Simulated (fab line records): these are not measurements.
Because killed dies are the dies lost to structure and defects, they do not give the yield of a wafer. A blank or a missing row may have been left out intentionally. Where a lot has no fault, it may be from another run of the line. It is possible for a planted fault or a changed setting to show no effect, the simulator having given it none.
Which tool was responsible? -- flow nand_harc -- 24 lots, 72 wafers sampled, at 6 steps of a route of 1302

== WHAT EACH GAUGE READ, for each wafer ==
The record lacks any reading of a measuring or inspecting step that a usual standard deviation could be used to judge.

== WHICH TOOL RAN EACH LOT (tool, then ch and the chambers of the sampled wafers, then the start) ==
lot,NHARC_A_WL_FILL_ALD_00,NHARC_A_WL_FILL_RTA_01,NHARC_A_WL_FILL_ALD_02,NHARC_A_WL_FILL_ALD_19,NHARC_A_CONTACT_DEP_29,NHARC_A_CONTACT_ETCH_51
L074,"ald_hk-02 ch 1,3, day 19 19:59","rtp_anneal-02 ch 0, day 19 20:14","ald_metal-03 ch 1,2,3, day 19 20:28","ald_metal-01 ch 0,1,2, day 20 15:55","pecvd-02 ch 1,2, day 20 21:52","rie_diel-01 ch 0,1,3, no start"
L076,"ald_hk-02 ch 0,1,2, day 20 14:30","rtp_anneal-01 ch 0, day 20 14:43","ald_metal-04 ch 0,1,3, day 20 14:56","ald_metal-03 ch 1,2, day 21 09:31","pecvd-03 ch 0,1,2, day 21 20:40","rie_diel-06 ch 1,3, no start"
L075,"ald_hk-04 ch 0,3, day 20 16:35","rtp_anneal-02 ch 0, day 20 16:50","ald_metal-04 ch 0,1,3, day 20 17:08","ald_metal-01 ch 0,1, day 21 09:31","pecvd-02 ch 1,2, day 21 21:06","rie_diel-06 ch 0,1, no start"
L079,"ald_hk-04 ch 1,2,3, day 21 22:07","rtp_anneal-01 ch 0, day 21 22:25","ald_metal-01 ch 1,2,3, day 21 22:38","ald_metal-01 ch 0,3, day 22 15:14","pecvd-01 ch 0,1,2, day 22 21:46","rie_diel-01 ch 0,1, no start"
L077,"ald_hk-02 ch 1,2,3, day 21 22:07","rtp_anneal-02 ch 0, day 21 22:20","ald_metal-04 ch 0,1,3, day 21 22:32","ald_metal-03 ch 1,2, day 22 15:14","pecvd-03 ch 0,1,2, day 22 21:28","rie_diel-06 ch 0,2,3, no start"
L078,"ald_hk-04 ch 0,1, day 22 01:46","rtp_anneal-01 ch 0, day 22 02:08","ald_metal-03 ch 0,1,2, day 22 02:23","ald_metal-04 ch 0,1, day 23 00:10","pecvd-03 ch 0,1,2, day 23 06:00","rie_diel-06 ch 1,2,3, no start"
L081,"ald_hk-01 ch 0,1,2, day 23 04:50","rtp_anneal-02 ch 0, day 23 05:06","ald_metal-04 ch 0,2, day 23 05:19","ald_metal-01 ch 0,1, day 24 01:10","pecvd-01 ch 1,2, day 24 08:41","rie_diel-06 ch 1,2,3, no start"
L082,"ald_hk-01 ch 0,1, day 23 04:58","rtp_anneal-02 ch 0, day 23 05:16","ald_metal-03 ch 0,3, day 23 05:28","ald_metal-04 ch 1,3, day 23 22:10","pecvd-02 ch 0,1, day 24 06:05","rie_diel-06 ch 1,2, no start"
L080,"ald_hk-04 ch 0,2,3, day 23 08:46","rtp_anneal-01 ch 0, day 23 09:07","ald_metal-04 ch 0,1,2, day 23 09:21","ald_metal-03 ch 0,1,2, day 24 01:09","pecvd-01 ch 0,1, day 24 11:56","rie_diel-06 ch 0,1,2, no start"
L084,"ald_hk-02 ch 0,1,2, day 24 09:51","rtp_anneal-02 ch 0, day 24 10:07","ald_metal-04 ch 0,1,3, day 24 10:20","ald_metal-03 ch 0,1,2, day 25 03:12","pecvd-01 ch 0,1,2, day 25 09:26","rie_diel-06 ch 0,1,3, no start"
L083,"ald_hk-04 ch 0,1,2, day 24 09:52","rtp_anneal-01 ch 0, day 24 10:09","ald_metal-03 ch 1,3, day 24 10:20","ald_metal-01 ch 1,3, day 25 03:13","pecvd-01 ch 0,1,2, day 25 09:01","rie_diel-13 ch 0,2,3, no start"
L085,"ald_hk-01 ch 0,3, day 24 13:40","rtp_anneal-01 ch 0, day 24 13:56","ald_metal-01 ch 1,3, day 24 14:08","ald_metal-03 ch 1,3, day 25 07:29","pecvd-03 ch 0,1,2, day 25 13:32","rie_diel-06 ch 0,1, no start"
L086,"ald_hk-04 ch 2,3, day 25 06:33","rtp_anneal-01 ch 0, day 25 06:51","ald_metal-04 ch 1,2,3, day 25 07:07","ald_metal-01 ch 1,2,3, day 25 23:45","pecvd-01 ch 0,1, day 26 05:42","rie_diel-13 ch 1,2,3, no start"
L087,"ald_hk-04 ch 0,1, day 25 18:07","rtp_anneal-02 ch 0, day 25 18:21","ald_metal-04 ch 1,3, day 25 18:37","ald_metal-03 ch 0,1,3, day 26 11:29","pecvd-02 ch 1,2, day 26 19:40","rie_diel-06 ch 1,2,3, no start"
L088,"ald_hk-02 ch 0,1, day 26 09:58","rtp_anneal-02 ch 0, day 26 10:17","ald_metal-01 ch 0,3, day 26 10:27","ald_metal-01 ch 1,2, day 27 06:26","pecvd-02 ch 0,1,2, day 27 12:17","rie_diel-01 ch 0,1, no start"
L089,"ald_hk-01 ch 0,1, day 26 09:58","rtp_anneal-01 ch 0, day 26 10:16","ald_metal-03 ch 0,3, day 26 10:27","ald_metal-04 ch 0,3, day 27 06:25","pecvd-01 ch 0,1,2, day 27 13:25","rie_diel-06 ch 1,2,3, no start"
L090,"ald_hk-02 ch 0,2,3, day 26 23:13","rtp_anneal-01 ch 0, day 26 23:38","ald_metal-04 ch 0,2,3, day 26 23:54","ald_metal-03 ch 0,1,3, day 27 19:37","pecvd-01 ch 0,1,2, day 28 02:31","rie_diel-06 ch 0,1,3, no start"
L091,"ald_hk-01 ch 1,2,3, day 26 23:16","rtp_anneal-01 ch 0, day 26 23:30","ald_metal-03 ch 1,3, day 26 23:41","ald_metal-01 ch 0,3, day 27 19:38","pecvd-02 ch 2, day 28 03:47","rie_diel-01 ch 1,3, no start"
L092,"ald_hk-02 ch 0,2,3, day 27 10:29","rtp_anneal-01 ch 0, day 27 10:41","ald_metal-03 ch 1,3, day 27 10:55","ald_metal-03 ch 1,3, day 28 06:43","pecvd-01 ch 0,1,2, day 28 12:43","rie_diel-13 ch 0,2, no start"
L093,"ald_hk-01 ch 0,1, day 27 20:52","rtp_anneal-02 ch 0, day 27 21:11","ald_metal-04 ch 0,3, day 27 21:22","ald_metal-01 ch 1,2, day 28 18:47","pecvd-03 ch 0,1,2, day 29 02:57","rie_diel-06 ch 0,1,2, no start"
L094,"ald_hk-02 ch 1,2,3, day 28 13:25","rtp_anneal-02 ch 0, day 28 13:37","ald_metal-01 ch 1,3, day 28 13:50","ald_metal-04 ch 0,3, day 29 06:43","pecvd-03 ch 0,2, day 29 12:27","rie_diel-01 ch 1,2,3, no start"
L096,"ald_hk-04 ch 0,1, day 29 09:28","rtp_anneal-02 ch 0, day 29 09:55","ald_metal-04 ch 0,1, day 29 10:05","ald_metal-04 ch 0,2,3, day 30 03:10","pecvd-01 ch 0,1,2, day 30 10:32","rie_diel-06 ch 1,2,3, no start"
L095,"ald_hk-02 ch 0,1,2, day 29 09:29","rtp_anneal-01 ch 0, day 29 09:41","ald_metal-01 ch 1,2,3, day 29 09:54","ald_metal-01 ch 1,2,3, day 30 03:08","pecvd-02 ch 0,1,2, day 30 09:01","rie_diel-06 ch 2,3, no start"
L097,"ald_hk-02 ch 0,1,2, day 30 07:13","rtp_anneal-02 ch 0, day 30 07:26","ald_metal-01 ch 0,2,3, day 30 07:42","ald_metal-01 ch 1,2,3, day 30 23:59","pecvd-02 ch 0,2, day 31 05:44","rie_diel-13 ch 0,1,2, no start"
- NHARC_A_WL_FILL_ALD_00: deposits Al2O3, target thk 3 nm, pulse time 3 s, ald cycles 30.
- NHARC_A_WL_FILL_RTA_01: time 5 s.
- NHARC_A_WL_FILL_ALD_02: deposits TiN, target thk 2 nm, pulse time 3 s, ald cycles 100.
- NHARC_A_WL_FILL_ALD_19: deposits TiN, target thk 2 nm, pulse time 3 s, ald cycles 100.
- NHARC_A_CONTACT_DEP_29: deposits SiON, target thk 100 nm.
- NHARC_A_CONTACT_ETCH_51: etches the open film in O2/COS, target depth 7000 nm, time 1820 s.

== WHAT THE TOOLS THEMSELVES READ (means of the sampled wafers that have a number; where no wafer has one, the mark that the record gives instead) ==
NHARC_A_WL_FILL_ALD_00. Usual: heater_power_w 474 W, standard deviation 54; precursor_pulse_height_rel 1.001, standard deviation 0.02.
lot,tool,heater_power_w (W),precursor_pulse_height_rel,flag
L074,ald_hk-02,489,0.989,
L076,ald_hk-02,504,0.996,
L075,ald_hk-04,395,0.989,
L079,ald_hk-04,441,1.013,
L077,ald_hk-02,489,1.016,
L078,ald_hk-04,438,1.002,
L081,ald_hk-01,449,0.997,
L082,ald_hk-01,484,0.996,
L080,ald_hk-04,398,1.001,
L084,ald_hk-02,492,0.999,
L083,ald_hk-04,452,0.992,
L085,ald_hk-01,497,0.974,
L086,ald_hk-04,396,1.004,
L087,ald_hk-04,442,0.987,
L088,ald_hk-02,505,0.993,
L089,ald_hk-01,495,1.005,
L090,ald_hk-02,526,1.010,
L091,ald_hk-01,455,1.004,
L092,ald_hk-02,522,0.988,
L093,ald_hk-01,498,1.023,
L094,ald_hk-02,495,0.998,
L096,ald_hk-04,468,1.005,
L095,ald_hk-02,492,0.997,
L097,ald_hk-02,497,1.021,

NHARC_A_WL_FILL_RTA_01. Usual: anneal_temp_c_max 1005.3, standard deviation 1.4; lamp_power_pct 29.38 %, standard deviation 0.058; wafer_temp_C_max 1006.2, standard deviation 2.3.
lot,tool,anneal_temp_c_max,lamp_power_pct (%),wafer_temp_C_max,flag
L074,rtp_anneal-02,1004.6,29.34,1004.3,
L076,rtp_anneal-01,1005.6,29.44,1008.5,
L075,rtp_anneal-02,1004.9,29.33,1004.3,
L079,rtp_anneal-01,1006.2,29.44,1007.6,
L077,rtp_anneal-02,1005.7,29.33,1004.0,
L078,rtp_anneal-01,1005.5,29.48,1007.7,
L081,rtp_anneal-02,1003.9,29.35,1004.2,
L082,rtp_anneal-02,1004.2,29.36,1004.9,
L080,rtp_anneal-01,1006.2,29.43,1008.0,
L084,rtp_anneal-02,1004.4,29.34,1004.2,
L083,rtp_anneal-01,1007.1,29.37,1008.5,
L085,rtp_anneal-01,1007.2,29.39,1009.9,
L086,rtp_anneal-01,1005.6,29.41,1008.9,
L087,rtp_anneal-02,1004.5,29.34,1004.4,
L088,rtp_anneal-02,1003.1,29.36,1004.2,
L089,rtp_anneal-01,1005.9,29.44,1007.1,
L090,rtp_anneal-01,1007.5,29.45,1009.5,
L091,rtp_anneal-01,1005.9,29.43,1008.1,
L092,rtp_anneal-01,1007.6,29.39,1007.8,
L093,rtp_anneal-02,1004.2,29.29,1004.2,
L094,rtp_anneal-02,1004.5,29.31,1003.7,
L096,rtp_anneal-02,1003.8,29.36,1004.6,
L095,rtp_anneal-01,1007.5,29.45,1008.0,
L097,rtp_anneal-02,1003.6,29.33,1004.2,

NHARC_A_WL_FILL_ALD_02. Usual: heater_power_w 1141 W, standard deviation 110; precursor_pulse_height_rel 1.001, standard deviation 0.019.
lot,tool,heater_power_w (W),precursor_pulse_height_rel,flag
L074,ald_metal-03,1268,0.987,
L076,ald_metal-04,1160,1.005,
L075,ald_metal-04,1141,1.012,
L079,ald_metal-01,1040,0.998,
L077,ald_metal-04,1136,0.992,
L078,ald_metal-03,1312,0.981,
L081,ald_metal-04,1062,1.014,
L082,ald_metal-03,1322,1.011,
L080,ald_metal-04,1076,0.987,
L084,ald_metal-04,1133,0.993,
L083,ald_metal-03,1232,1.000,
L085,ald_metal-01,1034,0.994,
L086,ald_metal-04,1102,1.018,
L087,ald_metal-04,1151,0.994,
L088,ald_metal-01,1011,1.018,
L089,ald_metal-03,1251,0.991,
L090,ald_metal-04,1102,0.984,
L091,ald_metal-03,1222,1.018,
L092,ald_metal-03,1205,0.993,
L093,ald_metal-04,1131,0.990,
L094,ald_metal-01,1019,0.979,
L096,ald_metal-04,1118,1.000,
L095,ald_metal-01,1047,1.007,
L097,ald_metal-01,1038,0.990,

NHARC_A_WL_FILL_ALD_19. Usual: heater_power_w 1134 W, standard deviation 120; precursor_pulse_height_rel 0.999, standard deviation 0.023.
lot,tool,heater_power_w (W),precursor_pulse_height_rel,flag
L074,ald_metal-01,1069,0.998,
L076,ald_metal-03,1312,1.018,
L075,ald_metal-01,1113,1.006,
L079,ald_metal-01,1095,1.002,
L077,ald_metal-03,1250,0.989,
L078,ald_metal-04,1135,0.993,
L081,ald_metal-01,1085,1.009,
L082,ald_metal-04,1145,1.001,
L080,ald_metal-03,1332,1.015,
L084,ald_metal-03,1295,1.001,
L083,ald_metal-01,1051,1.014,
L085,ald_metal-03,1197,0.997,
L086,ald_metal-01,1040,1.014,
L087,ald_metal-03,1291,1.003,
L088,ald_metal-01,1056,1.013,
L089,ald_metal-04,1131,1.001,
L090,ald_metal-03,1291,1.004,
L091,ald_metal-01,1031,1.006,
L092,ald_metal-03,1264,1.005,
L093,ald_metal-01,1069,0.980,
L094,ald_metal-04,1129,0.984,
L096,ald_metal-04,1074,0.983,
L095,ald_metal-01,1040,0.995,
L097,ald_metal-01,1035,0.994,

NHARC_A_CONTACT_DEP_29. Usual: heater_power_w at 748 W, with a standard deviation of 76.
lot,tool,heater_power_w (W),flag
L074,pecvd-02,769,
L076,pecvd-03,809,
L075,pecvd-02,797,
L079,pecvd-01,660,
L077,pecvd-03,833,
L078,pecvd-03,805,
L081,pecvd-01,706,
L082,pecvd-02,787,
L080,pecvd-01,697,
L084,pecvd-01,698,
L083,pecvd-01,640,
L085,pecvd-03,815,
L086,pecvd-01,635,
L087,pecvd-02,806,
L088,pecvd-02,832,
L089,pecvd-01,679,
L090,pecvd-01,630,
L091,pecvd-02,785,
L092,pecvd-01,682,
L093,pecvd-03,800,
L094,pecvd-03,825,
L096,pecvd-01,722,
L095,pecvd-02,788,
L097,pecvd-02,756,

NHARC_A_CONTACT_ETCH_51. Usual: drypump_motor_current_A 5.8 A, standard deviation 0.55; oes_product_au 1.001 a.u., standard deviation 0.014; rf_vpp_V 313.7 V, standard deviation 1.7; showerhead_plenum_p_Torr 3.09 Torr, standard deviation 0.1; throttle_valve_pct 28.330 %, standard deviation 0.0094.
lot,tool,drypump_motor_current_A (A),oes_product_au (a.u.),rf_vpp_V (V),showerhead_plenum_p_Torr (Torr),throttle_valve_pct (%),flag
L074,rie_diel-01,5.6,1.010,313.0,3.05,28.327,
L076,rie_diel-06,6.4,0.997,315.9,3.21,28.330,
L075,rie_diel-06,5.8,0.998,315.5,3.21,28.336,
L079,rie_diel-01,5.3,0.993,312.5,3.04,28.333,
L077,rie_diel-06,5.7,1.005,313.4,3.08,28.333,
L078,rie_diel-06,6.1,0.991,313.7,3.13,28.330,
L081,rie_diel-06,6.1,1.000,314.7,3.13,28.334,
L082,rie_diel-06,6.1,0.997,313.5,3.16,28.342,
L080,rie_diel-06,5.6,0.997,313.7,3.10,28.334,
L084,rie_diel-06,5.9,1.000,315.7,3.17,28.324,
L083,rie_diel-13,5.9,0.990,314.1,3.06,28.338,
L085,rie_diel-06,5.4,0.999,313.9,3.15,28.336,
L086,rie_diel-13,5.9,0.998,312.5,3.02,28.318,
L087,rie_diel-06,6.1,0.989,314.1,3.12,28.333,
L088,rie_diel-01,5.3,1.015,313.8,3.03,28.328,
L089,rie_diel-06,6.1,0.999,314.6,3.12,28.329,
L090,rie_diel-06,5.9,0.991,315.0,3.17,28.332,
L091,rie_diel-01,5.4,1.017,313.0,3.04,28.322,
L092,rie_diel-13,5.7,0.987,312.6,3.04,28.330,
L093,rie_diel-06,5.6,1.002,313.4,3.09,28.327,
L094,rie_diel-01,5.2,1.010,314.0,3.05,28.328,
L096,rie_diel-06,6.1,1.000,313.8,3.11,28.331,
L095,rie_diel-06,5.9,1.005,312.6,3.01,28.328,
L097,rie_diel-13,5.7,1.012,312.0,3.03,28.331,

== THE ANSWER, worked out from the rows above alone ==
Rule: lot off if the mean of its wafers having a number is beyond 3 standard deviations from the usual mean. A lot without any number at a reading at which 4 lots or more have one is off too. Where the step has rows for the other lots, those lots are counted as sound. First the gauges in route order, then the tools' own readings, where a lot's mean is used as printed above. The first step at which some lot is off is used, and at that step the reading that is off furthest; a lot without a number counts as furthest.
Nothing can be told from this: no lot is off at any reading shown.

== WHAT HAD BEEN PUT IN BY THE SIMULATOR ==
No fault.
